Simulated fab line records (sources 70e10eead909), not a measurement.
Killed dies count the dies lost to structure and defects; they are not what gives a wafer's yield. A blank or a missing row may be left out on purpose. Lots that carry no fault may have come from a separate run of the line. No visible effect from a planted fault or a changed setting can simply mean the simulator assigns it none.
Chamber matching -- flow nandHarc -- 3 sister chambers for NHARC_P_M0_PRE_CLEAN_31 on pecvd-04
The step time 12 s. 6 wafers are shown with their chamber, then 9 later ones without.

EACH WAFER AND ITS CHAMBER
wafer,chamber,heaterPowerW (W)
L079.4,1,589
L079.3,2,684
L079.5,0,646
L085.3,2,761
L085.4,1,614
L085.6,0,653

WAFERS WITHOUT THEIR CHAMBER
wafer,heaterPowerW (W)
L095.1,673
L095.3,594
L095.5,598
L096.3,604
L096.5,610
L096.6,616
L097.2,771
L097.3,530
L097.6,789

EACH ONE'S CHAMBER
wafer,from the rows above,in truth
L095.1,can't be placed: 0 or 2 or 1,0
L095.3,can't be placed: 1 or 0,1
L095.5,can't be placed: 1 or 0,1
L096.3,can't be placed: 1 or 0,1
L096.5,can't be placed: 1 or 0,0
L096.6,can't be placed: 1 or 0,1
L097.2,2,2
L097.3,can't be placed: 1 or 0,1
L097.6,2,2
Correct placement for 2 of the 9. Not placeable from these rows: 7 (in 7, the candidates include the true chamber). Wrongly placed: 0.
How it was worked out, from the rows above alone: a wafer's distance from a chamber is the root of the sum, over the readings, of the square of ((its reading less the chamber's mean) divided by the reading's scatter). The wafer belongs to the nearest chamber; if the next one is less than 2 further off, it can't be placed. The mean given for a chamber averages the wafers shown for that chamber. The scatter is the square root of a quotient: the sum, over the shown wafers, of each reading's squared deviation from its chamber's mean, divided by wafers minus chambers.
